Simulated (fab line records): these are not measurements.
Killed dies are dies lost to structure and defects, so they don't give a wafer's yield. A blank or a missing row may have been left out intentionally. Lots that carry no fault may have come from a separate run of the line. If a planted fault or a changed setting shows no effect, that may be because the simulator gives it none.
fab line records	flow n5_finfet
record: lots: 6	wafers: 17	last_day: 17
route steps=1938 shown BEOL_M1@801 BEOL_M4@1111 PASSIVATION@1936
lots that met no fault: from a run of the same line without faults
start_h: hours from the record's first day to the start of the lot's first wafer shown	wait_h: how many hours have passed since the lot's step before this one	" unchanged from the row above	L1.1+2: several wafers, shown together as one row	- no value present, or no start provided	* or withheld: withheld	< > ~ a bound
route shown NAME@n: a module of which the file shows steps, and the number in the route of the first	usual: mean/standard deviation of fault-free wafers	same: alike in all rows	chamber/n: place in a boat	sites: each site's reading	_std_site: standard deviation across them	_edge_site: the outer-site mean with the inner-site mean subtracted	radius_mm: for every site, how far away it sits from the centre of the wafer	mask NAME#n: copy n	behind: the most recent tool/chamber to have shaped the wafer	hold: the reason the lot was held/the length of the hold in hours/how it ended	device: whichever transistor did not switch (one of n, p or np)	end of line: the same wafers' tests at the end of the route	where a step has no rows: the recipe by itself	killed: at the first sort, the dies lost to defects and structure; wafer yield is something else	map: dies across one wafer; x = killed, . = not, _ = none there
set.NAME: the setting as run; set.NAME@STEP: as run at that earlier step	model.NAME: the simulator's own value behind a step, which no gauge read
certain route steps with their lots: each step a table, each wafer a row
services: from which hour (start_h, from the record's first day; less than 0 if before it) a tool's chamber was out of use, for how many hours, and why
== steps ==
step: N5_BEOL_M1_ETCH_41
recipe: chemistry: CH3F/O2	target: SiCN	target_depth_a: 319	taper_deg: 2	time_s: 57.8	ion_energy_ev: 120	mask_material: TiN	pressure_mtorr: 30	source_w: 395	bias_w: 75	Ar_flow_sccm: 150	CH3F_flow_sccm: 30	O2_flow_sccm: 20
usual: CH3F_flow_sccm: 30.01/0.088	drypump_motor_current_A: 5.80/0.29	mfc_ar_sccm: 150.0/0.44	oes_product_au: 0.80/0.085	rf_vpp_V: 296.9/1.4	showerhead_plenum_p_Torr: 1.97/0.066	throttle_valve_pct: 16.31/0.2
lot.wafer	tool	chamber	start_h	wait_h	CH3F_flow_sccm	drypump_motor_current_A	mfc_ar_sccm	oes_product_au	rf_hours_counter_h	rf_vpp_V	showerhead_plenum_p_Torr	throttle_valve_pct
L931.1	rie_diel-03	2	-	-	30.14	6.05	149.8	0.71	191	295.9	1.93	16.41
L931.2	"	1	"	"	30.08	5.95	149.8	0.78	133	298.2	2.00	16.24
L931.6	"	1	"	"	29.91	5.94	150.1	0.78	-	295.8	2.00	16.25
L932.3	rie_diel-05	2	-	-	30.00	5.33	149.1	0.72	187	297.5	2.01	16.55
L932.5	"	1	"	"	30.13	5.76	150.3	0.76	-	298.4	2.07	16.19
L932.6	"	0	"	"	29.81	5.50	150.1	1.00	-	296.9	2.04	16.44
L940.2	rie_diel-06	1	-	-	29.97	5.67	149.8	0.75	175	295.1	1.89	16.20
L940.4	"	1	"	"	30.08	5.64	149.7	0.75	-	297.4	1.89	16.19
L942.2	rie_diel-05	2	-	-	29.99	5.31	149.8	0.70	207	297.6	2.01	16.61
L942.5	"	2	"	"	30.02	5.34	150.2	0.70	-	297.3	2.01	16.59
L942.6	"	1	"	"	29.92	5.79	150.5	0.74	-	299.5	2.06	16.25
L944.3	rie_diel-03	0	-	-	29.97	6.41	149.4	0.88	25	296.8	1.95	16.08
L944.5	"	3	"	"	29.90	5.70	150.8	0.75	-	295.7	1.90	16.53
L944.6	"	0	"	"	29.99	6.41	149.4	0.88	-	297.2	1.95	16.08
L945.1	rie_diel-03	1	-	-	30.11	5.95	149.2	0.76	160	297.3	1.99	16.31
L945.2	"	0	"	"	30.02	6.39	149.9	0.88	29	297.1	1.94	16.08
L945.3	"	2	"	"	29.98	6.06	150.1	0.69	221	295.0	1.92	16.46
step: N5_BEOL_M1_STRIP_97
recipe: chemistry: N2/H2	time_s: 10	power_w: 450	temp_c: 40	pressure_mtorr: 20	rf_frequency_hz: 6e+07	bias_power_w: 7	n2_flow_sccm: 200	h2_flow_sccm: 200
usual: drypump_motor_current_A: 5.81/0.3	oes_product_au: 0.79/0.085	rf_vpp_V: 58.9/0.91	showerhead_plenum_p_Torr: 2.50/0.088	throttle_valve_pct: 23.68/0.26
lot.wafer	tool	chamber	start_h	wait_h	drypump_motor_current_A	oes_product_au	rf_hours_counter_h	rf_vpp_V	showerhead_plenum_p_Torr	throttle_valve_pct
L931.1	rie_diel-03	2	-	-	6.05	0.69	191	59.2	2.42	23.47
L931.2	"	1	"	"	5.96	0.76	133	58.9	2.56	23.74
L931.6	"	1	"	"	5.94	0.76	-	59.6	2.56	23.74
L932.3	rie_diel-05	2	-	-	5.33	0.73	187	60.4	2.49	23.20
L932.5	"	1	"	"	5.80	0.75	-	58.9	2.65	23.51
L932.6	"	0	"	"	5.48	0.99	-	60.1	2.62	23.99
L940.2	rie_diel-06	1	-	-	5.68	0.74	175	58.7	2.44	23.83
L940.4	"	1	"	"	5.65	0.74	-	58.8	2.44	23.82
L942.2	rie_diel-05	2	-	-	5.34	0.73	207	59.3	2.48	23.21
L942.5	"	2	"	"	5.32	0.72	-	58.0	2.48	23.22
L942.6	"	1	"	"	5.79	0.72	-	61.0	2.64	23.55
L944.3	rie_diel-03	0	-	-	6.41	0.87	25	58.1	2.47	23.40
L944.5	"	3	"	"	5.72	0.75	-	57.7	2.43	23.91
L944.6	"	0	"	"	6.42	0.87	-	58.9	2.47	23.39
L945.1	rie_diel-03	1	-	-	5.98	0.74	160	57.0	2.55	23.76
L945.2	"	0	"	"	6.42	0.87	29	59.5	2.47	23.42
L945.3	"	2	"	"	6.07	0.68	221	57.5	2.41	23.52
step: N5_BEOL_M1_OCD_MEAS_38
usual: trench_depth_nm: 55.3/1.3
lot.wafer	tool	chamber	start_h	wait_h	trench_depth_nm
L931.1	ocd-01	-	152.03	-	55.1
L931.2	"	-	"	"	55.3
L931.6	"	-	"	"	55.4
L932.3	ocd-01	-	155.81	-	52.0
L932.5	"	-	"	"	55.6
L932.6	"	-	"	"	56.3
L940.2	ocd-01	-	207.88	-	54.6
L940.4	"	-	"	"	54.5
L942.2	ocd-02	-	224.18	-	52.7
L942.5	"	-	"	"	53.0
L942.6	"	-	"	"	57.0
L944.3	ocd-02	-	228.31	-	54.8
L944.5	"	-	"	"	54.5
L944.6	"	-	"	"	54.0
L945.1	ocd-02	-	242.17	-	55.7
L945.2	"	-	"	"	54.7
L945.3	"	-	"	"	55.8
step: N5_BEOL_M1_HM_STRIP_39
recipe: chemistry: peroxide_tin_strip	material: TiN	target_depth_a: 250	temp_c: 50	time_s: 158
step: N5_BEOL_M1_SRD_40
recipe: time_s: 30	temp_c: 23	rinse_liquid: diw	dry: ipa_marangoni
step: N5_BEOL_M1_PRECLEAN_42
recipe: chemistry: residue_remover	time_s: 60	temp_c: 40
step: N5_BEOL_M1_SRD_43
recipe: time_s: 30	temp_c: 23	rinse_liquid: diw	dry: ipa_marangoni
step: N5_BEOL_M1_CD_MEAS_35
recipe: target_cd_nm: 18	target_cd_y_nm: 21	polarity: opening
usual: cd_nm: 18.0/0.38
lot.wafer	tool	chamber	start_h	wait_h	cd_nm
L931.1	cd_sem-02	-	152.18	0.0	18.2
L931.2	"	-	"	"	17.6
L931.6	"	-	"	"	18.1
L932.3	cd_sem-01	-	155.97	0.0	18.0
L932.5	"	-	"	"	17.5
L932.6	"	-	"	"	18.0
L940.2	cd_sem-02	-	208.03	0.0	17.9
L940.4	"	-	"	"	18.5
L942.2	cd_sem-01	-	224.33	0.0	18.2
L942.5	"	-	"	"	18.4
L942.6	"	-	"	"	17.8
L944.3	cd_sem-01	-	228.47	0.0	17.8
L944.5	"	-	"	"	17.7
L944.6	"	-	"	"	17.7
L945.1	cd_sem-01	-	242.32	0.0	18.3
L945.2	"	-	"	"	17.8
L945.3	"	-	"	"	18.4
step: N5_BEOL_M1_DEGAS_44
recipe: ambient: vacuum	temp_c: 250	time_s: 60
step: N5_BEOL_M1_PRE_CLEAN_45
recipe: gas: H2/He	time_s: 30	temp_c: 250
usual: heater_power_w: 335/36	susceptor_temp_C: 250.00/0.19
lot.wafer	tool	chamber	start_h	wait_h	heater_power_w	susceptor_temp_C
L931.1	pvd_sputter-01	-	152.27	0.0	333	249.84
L931.2	"	-	"	"	368	250.06
L931.6	"	-	"	"	305	249.78
L932.3	pvd_sputter-01	-	156.17	0.0	339	250.03
L932.5	"	-	"	"	301	250.01
L932.6	"	-	"	"	367	250.22
L940.2	pvd_sputter-01	-	208.29	0.0	297	249.94
L940.4	"	-	"	"	370	249.94
L942.2	pvd_sputter-02	-	224.71	0.0	392	250.10
L942.5	"	-	"	"	341	250.25
L942.6	"	-	"	"	398	250.09
L944.3	pvd_sputter-03	-	230.36	0.0	348	250.16
L944.5	"	-	"	"	296	250.09
L944.6	"	-	"	"	324	249.92
L945.1	pvd_sputter-01	-	243.19	0.0	309	249.86
L945.2	"	-	"	"	306	250.01
L945.3	"	-	"	"	357	250.39
step: N5_BEOL_M1_ALD_84
recipe: material: TaN	target_thk_a: *	temp_c: 275	ald_precursor_family: PDMAT	ald_co_reactant: NH3	pressure_torr: 3	carrier_flow_sccm: 1500	pulse_time_s: 2	purge_time_s: 3	co_reactant_purge_time_s: 2	co_reactant_pulse_time_s: 3	ald_cycles: 30	precursor_vessel_temp_c: 75	precursor_vessel_pressure_torr: 26.25	precursor_vessel_carrier_sccm: 1000
usual: heater_power_w: 429/65	mfc_carrier_sccm: 1500/4.5	susceptor_temp_C: 275.00/0.17
lot.wafer	tool	chamber	start_h	wait_h	heater_power_w	mfc_carrier_sccm	since_wet_clean_h	susceptor_temp_C
L931.1	ald_metal-01	1	152.39	0.1	368	1498	1354	275.10
L931.2	"	3	"	"	562	1496	1354	274.78
L931.6	"	1	"	"	353	1496	-	275.09
L932.3	ald_metal-01	2	156.23	0.0	400	1500	1358	274.99
L932.5	"	3	"	"	558	1501	-	275.14
L932.6	"	0	"	"	384	1496	-	274.97
L940.2	ald_metal-01	2	208.35	0.0	416	1497	1410	274.93
L940.4	"	3	"	"	550	1505	1410	275.03
L942.2	ald_metal-02	3	224.77	0.0	350	1498	6042	274.65
L942.5	"	0	"	"	403	1499	-	275.04
L942.6	"	3	"	"	354	1496	-	275.07
L944.3	ald_metal-01	1	230.42	0.0	357	1494	1432	274.91
L944.5	"	2	"	"	424	1502	-	274.63
L944.6	"	1	"	"	361	1495	-	274.70
L945.1	ald_metal-04	0	243.25	0.0	440	1500	2983	274.97
L945.2	"	1	"	"	461	1502	2983	274.94
L945.3	"	2	"	"	512	1505	2983	275.13
step: N5_BEOL_M1_SURFACE_TREAT_85
recipe: gas: Ar	time_s: *	ion_energy_ev: *	ion_current_ma_cm2: 0.5	pressure_mtorr: *	ar_flow_sccm: 30
step: N5_BEOL_M1_CVD_47
recipe: material: Co	target_thk_a: 30	temp_c: withheld	precursor: CCTBA/H2	pressure_torr: 30	time_s: 223.8
usual: run_length_s: 246.9/0.59
lot.wafer	tool	chamber	start_h	wait_h	run_length_s	since_wet_clean_h
L931.1	cvd_co-01	0	153.00	0.2	247.4	694
L931.2	"	2	"	"	246.1	235
L931.6	"	1	"	"	247.3	-
L932.3	cvd_co-02	2	156.64	0.0	247.0	457
L932.5	"	1	"	"	247.3	-
L932.6	"	2	"	"	247.0	-
L940.2	cvd_co-01	1	208.73	0.0	247.0	1187
L940.4	"	0	"	"	247.6	-
L942.2	cvd_co-01	2	225.08	0.0	246.1	307
L942.5	"	2	"	"	246.0	-
L942.6	"	1	"	"	247.2	-
L944.3	cvd_co-02	2	230.80	0.1	253.8	532
L944.5	"	1	"	"	254.1	-
L944.6	"	0	"	"	246.1	-
L945.1	cvd_co-02	1	243.88	0.3	247.6	107
L945.2	"	2	"	"	247.2	545
L945.3	"	1	"	"	253.9	-
step: N5_BEOL_M1_SPUTTER_48
recipe: material: Cu	target_thk_a: 45	temp_c: -20	chamber_pressure_pa: 0.07	power_w: withheld	time_s: 8.29
usual: chuck_gas_flow_sccm: 1.26/0.047	susceptor_temp_C: -19.98/0.12	throttle_valve_pct: 30.1/0.94
lot.wafer	tool	chamber	start_h	wait_h	chuck_gas_flow_sccm	susceptor_temp_C	throttle_valve_pct
L931.1	pvd_sputter-03	-	153.16	0.1	1.24	-19.95	30.5
L931.2	"	-	"	"	1.27	-19.97	30.3
L931.6	"	-	"	"	1.15	-20.17	30.3
L932.3	pvd_sputter-03	-	156.88	0.2	1.19	-19.91	29.9
L932.5	"	-	"	"	1.20	-19.76	30.0
L932.6	"	-	"	"	1.25	-20.07	30.6
L940.2	pvd_sputter-01	-	209.01	0.2	1.27	-19.96	30.5
L940.4	"	-	"	"	1.24	-20.19	28.3
L942.2	pvd_sputter-02	-	225.24	0.1	1.33	-20.14	31.1
L942.5	"	-	"	"	1.34	-20.00	31.4
L942.6	"	-	"	"	1.28	-20.27	30.1
L944.3	pvd_sputter-02	-	230.96	0.1	1.26	-19.97	28.3
L944.5	"	-	"	"	1.31	-19.93	31.3
L944.6	"	-	"	"	1.18	-20.16	28.3
L945.1	pvd_sputter-02	-	244.77	0.8	1.31	-20.09	31.0
L945.2	"	-	"	"	1.29	-19.94	30.0
L945.3	"	-	"	"	1.20	-19.95	30.3
step: N5_BEOL_M4_RC_MEAS_101
usual: DIBL_N: 35.8/2.2	DIBL_P: 35.3/2.7	IOFF_N: 0.16/0.043	IOFF_P: 0.21/0.043	ION_N: 676/15	ION_P: 463/9.1	SS_N: 71.4/0.77	SS_P: 73.0/0.79	VT_N: 250/4	VT_P: -249.8/2.8
lot.wafer	tool	chamber	start_h	wait_h	DIBL_N[mV/V]	DIBL_P[mV/V]	IOFF_N[nA/um]	IOFF_P[nA/um]	ION_N[uA/um]	ION_P[uA/um]	SS_N[mV/dec]	SS_P[mV/dec]	VT_N[mV]	VT_P[mV]
L931.1	prober-01	0	197.28	0.0	35.6	35.3	0.14	0.20	677	473	71.6	73.0	251	-253.8
L931.2	"	0	"	"	37.6	37.4	0.17	0.23	684	466	72.4	73.2	250	-249.5
L931.6	"	0	"	"	32.2	31.2	0.10	0.15	657	456	70.6	72.1	252	-254.5
L932.3	prober-02	0	197.78	0.3	33.4	31.6	0.11	0.14	666	456	70.6	72.0	255	-251.3
L932.5	"	0	"	"	34.5	35.1	0.13	0.19	653	443	71.1	73.4	252	-252.3
L932.6	"	0	"	"	34.4	32.8	0.12	0.15	675	461	70.8	72.5	256	-252.9
L940.2	prober-01	0	247.74	0.2	37.8	38.9	0.19	0.25	668	459	72.5	73.8	245	-245.8
L940.4	"	0	"	"	34.4	35.1	0.12	0.18	680	466	72.0	73.0	251	-252.1
L942.2	prober-02	0	266.34	0.2	32.9	34.5	0.11	0.18	660	465	71.3	72.1	253	-251.3
L942.5	"	0	"	"	34.9	36.5	0.14	0.21	669	462	72.0	73.0	249	-249.1
L942.6	"	0	"	"	35.8	37.0	0.16	0.21	676	469	71.4	73.5	246	-250.0
L944.3	prober-02	0	268.03	0.3	38.3	37.9	0.20	0.27	681	475	71.5	73.3	247	-245.6
L944.5	"	0	"	"	36.0	34.2	0.15	0.21	672	469	71.2	73.6	249	-249.8
L944.6	"	0	"	"	35.2	35.0	0.15	0.22	675	473	71.2	73.0	250	-246.7
L945.1	prober-02	0	284.81	0.0	41.8	40.8	0.27	0.31	703	483	72.8	74.1	242	-244.3
L945.2	"	0	"	"	32.8	30.6	0.09	0.14	654	451	71.2	71.0	261	-254.0
L945.3	"	0	"	"	33.3	32.2	0.09	0.16	625	440	71.4	72.7	261	-253.7
step: N5_PASSIVATION_PROBE_49
usual: defect_limited_yield: 91.1/1.4	killed_at_M0_to_M3: 34/11	killed_at_M4_up: 14/5.6	killed_at_contacts: 13/5.9	killed_at_front_end: 40/11	killed_at_other: 4/3.1	killed_dies: 105/16	killed_on_rim: 14/4.2	killed_open: 68/11	killed_short: 34/8.4	sort_bin_5_function: 5.2/0.86	sort_bin_6_memory: 3.2/0.7	sort_bin_8_speed: 0.1/1.1	sort_n_pass: 1074/21	sort_yield_pct: 91.0/1.8
same: gross_dies: 1180	killed_at_back_side: 0	sort_bin_4_leakage[%]: 0
lot.wafer	tool	chamber	start_h	wait_h	defect_limited_yield[%]	killed_at_M0_to_M3	killed_at_M4_up	killed_at_contacts	killed_at_front_end	killed_at_other	killed_dies	killed_on_rim	killed_open	killed_short	sort_bin_5_function[%]	sort_bin_6_memory[%]	sort_bin_8_speed[%]	sort_n_pass	sort_yield_pct[%]
L932.3	prober-02	-	299.62	0.1	93.8	25	3	12	30	3	73	9	49	24	3.2	2.6	0	1107	93.8
L932.5	prober-02	-	299.72	0.2	92.9	28	17	13	24	2	84	14	51	26	4.6	1.9	0.1	1095	92.8
L932.6	prober-02	-	299.77	0.3	93.3	30	11	10	26	2	79	17	51	19	3.5	2.5	0	1101	93.3
L931.1	prober-01	-	300.08	0.0	92.3	30	19	7	34	1	91	7	66	25	3.9	3.8	0	1089	92.3
L931.2	prober-01	-	300.13	0.1	91.8	32	16	7	36	6	97	14	64	30	5.9	2.2	0	1083	91.8
L931.6	prober-01	-	300.33	0.3	91.9	30	23	6	35	1	95	17	67	28	5.1	2.8	0	1085	91.9
L940.2	prober-01	-	347.43	0.1	91.6	27	14	12	41	5	99	9	61	35	5.2	3.1	0	1081	91.6
L940.4	prober-01	-	347.53	0.2	92.5	36	14	8	27	3	88	10	57	27	4.6	2.7	0	1092	92.5
L942.2	prober-02	-	380.93	0.1	89.8	49	12	10	44	5	120	7	81	37	6.5	3.2	0	1060	89.8
L942.5	prober-02	-	381.08	0.2	88.8	51	11	9	47	14	132	21	82	44	6.6	3.9	0	1048	88.8
L942.6	prober-02	-	381.13	0.3	90.5	42	10	12	39	9	112	15	71	37	6.1	3.1	0	1068	90.5
L944.3	prober-02	-	394.25	0.1	92.3	16	7	15	52	1	91	13	57	33	4.5	3.0	0	1089	92.3
L944.5	prober-02	-	394.35	0.2	92.2	24	8	22	38	0	92	13	67	21	4.2	3.2	0	1088	92.2
L944.6	prober-02	-	394.40	0.3	91.1	16	6	18	57	8	105	11	62	41	5.1	3.2	0	1075	91.1
L945.1	prober-01	-	402.73	0.0	91.3	33	15	13	38	4	103	12	74	28	5.0	3.5	0	1077	91.3
L945.2	prober-01	-	402.78	0.1	93.5	26	6	10	25	10	77	15	45	32	3.5	2.9	0	1103	93.5
L945.3	prober-01	-	402.83	0.1	91.6	33	16	5	38	7	99	17	64	35	5.3	2.9	13.3	924	78.3
killed by level:class
L932.3 FIN_SAQP:geometric_particle:open=10 MOL_CONTACT_COAG:geometric_particle:open=8 BEOL_M3:geometric_particle:open=7 BEOL_M1:geometric_particle:open=5 FIN_SAQP:geometric_particle:short=4 MOL_CONTACT_COAG:geometric_particle:short=4 BEOL_M0:geometric_particle:short=3 BEOL_M0:geometric_particle:open=3
L932.5 MOL_CONTACT_COAG:geometric_particle:open=11 BEOL_M3:geometric_particle:open=9 GATE_CUT:geometric_particle:short=7 BEOL_M0_SAQP:geometric_particle:open=4 BEOL_M0:geometric_particle:open=4 BEOL_M2:geometric_particle:open=4 STI_FIN_REVEAL:geometric_particle:open=3 BEOL_M4:geometric_particle:short=3
L932.6 MOL_CONTACT_COAG:geometric_particle:open=9 BEOL_M2:geometric_particle:open=8 HKMG_FIN:area_etch=8 STARTING-WAFER:geometric_particle:open=5 BEOL_M3:geometric_particle:open=4 FIN_SAQP:geometric_particle:open=3 BEOL_M0_SAQP:geometric_particle:short=3 BEOL_M0:geometric_particle:open=3
L931.1 STI_FIN_REVEAL:geometric_particle:open=13 BEOL_M0_SAQP:geometric_particle:open=8 BEOL_M2:geometric_particle:open=8 BEOL_M5:geometric_particle:open=6 MOL_CONTACT_COAG:geometric_particle:open=6 FIN_SAQP:geometric_particle:open=5 BEOL_M4:geometric_particle:open=5 BEOL_M0_SAQP:geometric_particle:short=5
L931.2 FIN_SAQP:geometric_particle:open=9 BEOL_M2:geometric_particle:open=9 BEOL_M0_SAQP:geometric_particle:open=7 BEOL_M0_SAQP:geometric_particle:short=7 FIN_SAQP:geometric_particle:short=6 BEOL_M4:geometric_particle:open=6 DUMMY_GATE:geometric_particle:open=4 MOL_CONTACT_COAG:geometric_particle:open=4
L931.6 BEOL_M2:geometric_particle:open=14 BEOL_M4:geometric_particle:open=10 FIN_SAQP:geometric_particle:short=7 DUMMY_GATE:geometric_particle:open=7 MOL_CONTACT_COAG:geometric_particle:open=6 FIN_SAQP:geometric_particle:open=5 STI_FIN_REVEAL:geometric_particle:open=5 GATE_CUT:geometric_particle:short=4
L940.2 MOL_CONTACT_COAG:geometric_particle:open=10 BEOL_M4:geometric_particle:open=7 STI_FIN_REVEAL:geometric_particle:open=6 DUMMY_GATE:geometric_particle:open=6 BEOL_M0_SAQP:geometric_particle:short=6 BEOL_M2:geometric_particle:open=6 BEOL_M3:geometric_particle:open=6 FIN_SAQP:geometric_particle:short=5
L940.4 MOL_CONTACT_COAG:geometric_particle:open=8 BEOL_M2:geometric_particle:open=8 BEOL_M0_SAQP:geometric_particle:short=7 DUMMY_GATE:geometric_particle:open=6 BEOL_M3:geometric_particle:open=6 BEOL_M0_SAQP:geometric_particle:open=4 BEOL_M0:geometric_particle:open=4 BEOL_M4:geometric_particle:open=4
L942.2 BEOL_M0_SAQP:geometric_particle:short=15 BEOL_M0_SAQP:geometric_particle:open=10 BEOL_M1:geometric_particle:open=10 STI_FIN_REVEAL:geometric_particle:open=9 DUMMY_GATE:geometric_particle:open=8 FIN_SAQP:geometric_particle:open=7 MOL_CONTACT_COAG:geometric_particle:open=6 FIN_SAQP:geometric_particle:short=5
L942.5 BEOL_M0_SAQP:geometric_particle:short=16 BEOL_M0_SAQP:geometric_particle:open=15 BEOL_M2:geometric_particle:open=11 FIN_SAQP:geometric_particle:open=10 MOL_CONTACT_COAG:geometric_particle:open=9 FIN_SAQP:geometric_particle:short=8 BEOL_M0:geometric_particle:open=6 STI_FIN_REVEAL:geometric_particle:open=5
L942.6 MOL_CONTACT_COAG:geometric_particle:open=12 BEOL_M0_SAQP:geometric_particle:short=11 FIN_SAQP:geometric_particle:open=10 BEOL_M2:geometric_particle:open=10 BEOL_M0_SAQP:geometric_particle:open=9 BEOL_M1:geometric_particle:open=9 STI_FIN_REVEAL:geometric_particle:open=6 GATE_CUT:geometric_particle:short=5
L944.3 DUMMY_GATE:geometric_particle:open=13 MOL_CONTACT_COAG:geometric_particle:open=12 FIN_SAQP:geometric_particle:short=10 FIN_SAQP:geometric_particle:open=10 STI_FIN_REVEAL:geometric_particle:open=4 BEOL_M0_SAQP:geometric_particle:short=4 BEOL_M2:geometric_particle:open=3 GATE_CUT:geometric_particle:short=3
L944.5 MOL_CONTACT_COAG:geometric_particle:open=21 BEOL_M1:geometric_particle:open=8 STI_FIN_REVEAL:geometric_particle:open=6 FIN_SAQP:geometric_particle:open=5 DUMMY_GATE:geometric_particle:open=5 GATE_CUT:geometric_particle:short=5 BEOL_M3:geometric_particle:open=4 STARTING-WAFER:geometric_particle:short=4
L944.6 MOL_CONTACT_COAG:geometric_particle:open=14 FIN_SAQP:geometric_particle:short=12 STI_FIN_REVEAL:geometric_particle:open=11 DUMMY_GATE:geometric_particle:open=10 FIN_SAQP:geometric_particle:open=9 GATE_CUT:geometric_particle:short=5 MOL_CONTACT_COAG:geometric_particle:short=4 STARTING-WAFER:geometric_particle:short=4
L945.1 FIN_SAQP:geometric_particle:open=12 MOL_CONTACT_COAG:geometric_particle:open=11 BEOL_M0_SAQP:geometric_particle:open=11 FIN_SAQP:geometric_particle:short=6 BEOL_M0_SAQP:geometric_particle:short=6 BEOL_M1:geometric_particle:open=6 BEOL_M7:geometric_particle:open=5 DUMMY_GATE:geometric_particle:open=4
L945.2 BEOL_M0_SAQP:geometric_particle:short=9 MOL_CONTACT_COAG:geometric_particle:open=8 BEOL_M0_SAQP:geometric_particle:open=8 FIN_SAQP:geometric_particle:short=7 FIN_SAQP:geometric_particle:open=6 BEOL_M3:geometric_particle:open=5 MIM_TOP_ETCH:geometric_particle:short=4 DUMMY_GATE:geometric_particle:open=4
L945.3 FIN_SAQP:geometric_particle:short=16 BEOL_M0_SAQP:geometric_particle:open=9 BEOL_M1:geometric_particle:open=9 FIN_SAQP:geometric_particle:open=7 BEOL_M0_SAQP:geometric_particle:short=7 BEOL_M4:geometric_particle:open=6 BEOL_M7:geometric_particle:open=6 MOL_CONTACT_COAG:geometric_particle:open=5
== services ==
tool	chamber	start_h	hours	kind
pvd_sputter-03	-	138.10	13.5	repair
ald_metal-01	2	150.83	5.3	repair
rie_diel-03	1	154.43	5.8	repair
rie_diel-06	3	165.87	11.5	repair
cvd_co-02	-	173.05	4.3	pm
pvd_sputter-02	-	177.90	0.7	repair
rie_diel-06	2	182.28	6.3	repair
rie_diel-06	2	188.79	-	clean
rie_diel-06	2	188.79	-	consumable_replace:focus_ring
rie_diel-06	2	188.79	-	consumable_replace:showerhead
rie_diel-06	2	188.79	20.9	scheduled_down
rie_diel-06	2	188.79	20.9	vent_cycle
rie_diel-03	3	204.13	13.8	repair
ald_metal-04	-	205.36	2.8	pm
rie_diel-06	-	216.83	4.3	pm
rie_diel-05	3	228.51	2.4	repair
rie_diel-06	2	235.86	5.7	repair
cvd_co-02	0	237.44	6.6	repair
cvd_co-01	-	243.87	2.8	pm
== key ==
first_sign: step: N5_BEOL_M1_CVD_47	reading: run_length_s	direction: up	sigmas: 12	usual: *	struck: *
effect none on later readings
met_at N5_BEOL_M1_CVD_47
struck_wafers L944.3,L944.5,L945.3
onset_between 156.64 230.80
fault: kind: process_parameter_drift	tool: cvd_co-02	chamber: -	onset_h: 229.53	steps: N5_BEOL_M1_CVD_47	channel: time_s	offset: *	shape: step	end_h: 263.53	scope: struck_wafers_only	acts_in: *	stated: *
